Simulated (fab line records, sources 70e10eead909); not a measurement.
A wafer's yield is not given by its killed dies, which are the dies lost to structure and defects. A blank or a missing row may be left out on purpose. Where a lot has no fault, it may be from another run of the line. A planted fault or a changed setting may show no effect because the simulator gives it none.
Matching of chambers    flow nandHarc    4 sister chambers for NHARC_P_M2_ETCH_35 on rieDiel-04
The step etches the open film in N2/H2, target depth 40 nm, overetch 12 nm, time 43.94 s. 4 wafers are shown with their chamber, then 8 later ones without.

WAFERS PAIRED WITH THEIR CHAMBERS
wafer   chamber  drypumpMotorCurrentA (A)
L552.5  1        5.1
L564.1  3        5.6
L564.4  0        6.1
L567.2  2        6.7

WAFERS WITHOUT THEIR CHAMBER
wafer   drypumpMotorCurrentA (A)
L567.3  5.1
L567.4  5.6
L570.1  5.1
L570.2  6.7
L570.3  6.0
L571.2  6.7
L571.5  5.6
L571.6  6.1

THE CHAMBER EACH PASSED THROUGH
wafer   from the rows above  in truth
L567.3  1                    1
L567.4  3                    3
L570.1  1                    1
L570.2  2                    2
L570.3  0                    0
L571.2  2                    2
L571.5  3                    3
L571.6  0                    0
8 of 8 placed correctly. Can't be placed from these rows: 0. Placed wrongly: 0.
How it was worked out, from the rows above alone: a wafer's distance from a chamber is the root of the sum, over the readings, of the square of ((its reading less the chamber's mean) divided by the reading's scatter). The wafer belongs to the nearest chamber; if the next one is less than 2 further off, it can't be placed. A chamber's mean is the mean of its shown wafers. The scatter: with one shown wafer a chamber, the root of the mean of the squares of how far each hidden wafer lies from its nearest shown one.
